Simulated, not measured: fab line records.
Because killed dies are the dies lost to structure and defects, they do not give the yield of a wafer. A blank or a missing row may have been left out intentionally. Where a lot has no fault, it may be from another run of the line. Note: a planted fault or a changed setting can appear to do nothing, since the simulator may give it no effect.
Struck lot and sound lot, side by side -- flow nand-harc -- 15 steps out of a route of 1302
Sound: wafers L614.3, L614.4, L614.6. Wafers L620.3, L620.5 were the ones struck. The cause is named last.
Order at every step that has rows: each side's tool, ch and its chambers, its first start. Under that, the readings that differ: sound wafers -- struck wafers -- difference of the means -- sigmas: that difference in standard deviations of wafers without a fault.
alike: a reading whose means differ by less than 2 such deviations, as well as words and numbers matching on both sides. not compared: withheld readings; readings where some wafer has no value; bounds like >300 that might hide an equal value; numbers whose values overlap and for which the record gives no deviation.
A row with sigmas, a row that says differs or no value, or rows on one side alone: a step with any of these is where the two part. Numbers that have no deviation but don't overlap get no sigmas and don't part them. A reading that every wafer of one side lacks parts them only if that side has two wafers or more.

NHARC_A_DECK1_JOINT_CMP_02: polishes SiOx.
  sound on cmp-01 ch 0,1, day 12 18:46; struck on cmp-02 ch 1,3, day 15 21:56
  alike: motor-current-A
  not compared: pad-life-wafers
after that, 1 step had no rows for these wafers: NHARC_A_DECK1_JOINT_SRD_15.
NHARC_A_DECK1_JOINT_DEP_16: deposits SiO2, target thk 45 nm.
  sound on pecvd-01 ch 0,1,2, day 12 19:11; struck on pecvd-04 ch 2, day 15 22:17
  alike: heater-power-w, mfc-precursor-sccm, throttle-valve-pct
NHARC_A_DECK1_JOINT_THK_MEAS_17: measures by ellipsometry.
  sound: film-metro-01 at day 12 19:26; struck: film-metro-02 at day 15 22:34
reading,sound,struck,difference,sigmas
thk-nm (nm),44.9 46.2 46.2,42.4 43.8,-2.7,-2
NHARC_A_DECK1_JOINT_INSPECT_05:
  sound: defect-inspect-01 at day 12 19:29; struck: defect-inspect-01 at day 15 22:36
  alike: raw-defect-count
next comes 1 step that has no rows for these wafers: NHARC_A_ONON_D2_DEP_00 (target thickness 1000 nm).
NHARC_A_ONON_D2_THK_MEAS_02: measures by ellipsometry.
  sound: film-metro-01 at day 12 20:04; struck: film-metro-01 at day 15 23:11
reading,sound,struck,difference,sigmas
thk-nm (nm),1023 1023 1023,998 998,-25,-2
next comes 1 step that has no rows for these wafers: NHARC_A_ONON_D2_DEP_03 (target thickness 1000 nm).
NHARC_A_ONON_D2_THK_MEAS_05: measures by ellipsometry.
  sound: film-metro-01 at day 12 20:39; struck: film-metro-01 at day 15 23:45
reading,sound,struck,difference,sigmas
thk-nm (nm),1023 1024 1024,999 999,-25,-2
next comes 1 step that has no rows for these wafers: NHARC_A_ONON_D2_DEP_06 (target thickness 1000 nm).
NHARC_A_ONON_D2_THK_MEAS_08: measures by ellipsometry.
  sound: film-metro-02 at day 12 21:14; struck: film-metro-02 at day 16 00:19
  alike: thk-nm
NHARC_A_ONON_D2_DEP_09: target thk 1000 nm.
  sound on pecvd-onon-03 ch 0, day 12 21:24; struck on pecvd-onon-03 ch 0, day 16 00:29
  alike: sih4-flow-sccm
NHARC_A_ONON_D2_THK_MEAS_11: measures by ellipsometry.
  sound: film-metro-02 at day 12 21:47; struck: film-metro-01 at day 16 00:53
reading,sound,struck,difference,sigmas
thk-nm (nm),1009 1010 1009,606 609,-402,-46
then, 2 steps without rows for these wafers: NHARC_A_ONON_D2_DEP_12 (target thk 1000 nm); NHARC_END_SORT_01.

WHERE THEY PART
Last at NHARC_A_ONON_D2_THK_MEAS_11 as far as this record goes, first at NHARC_A_DECK1_JOINT_THK_MEAS_17.

WHY: the cause the simulator had injected
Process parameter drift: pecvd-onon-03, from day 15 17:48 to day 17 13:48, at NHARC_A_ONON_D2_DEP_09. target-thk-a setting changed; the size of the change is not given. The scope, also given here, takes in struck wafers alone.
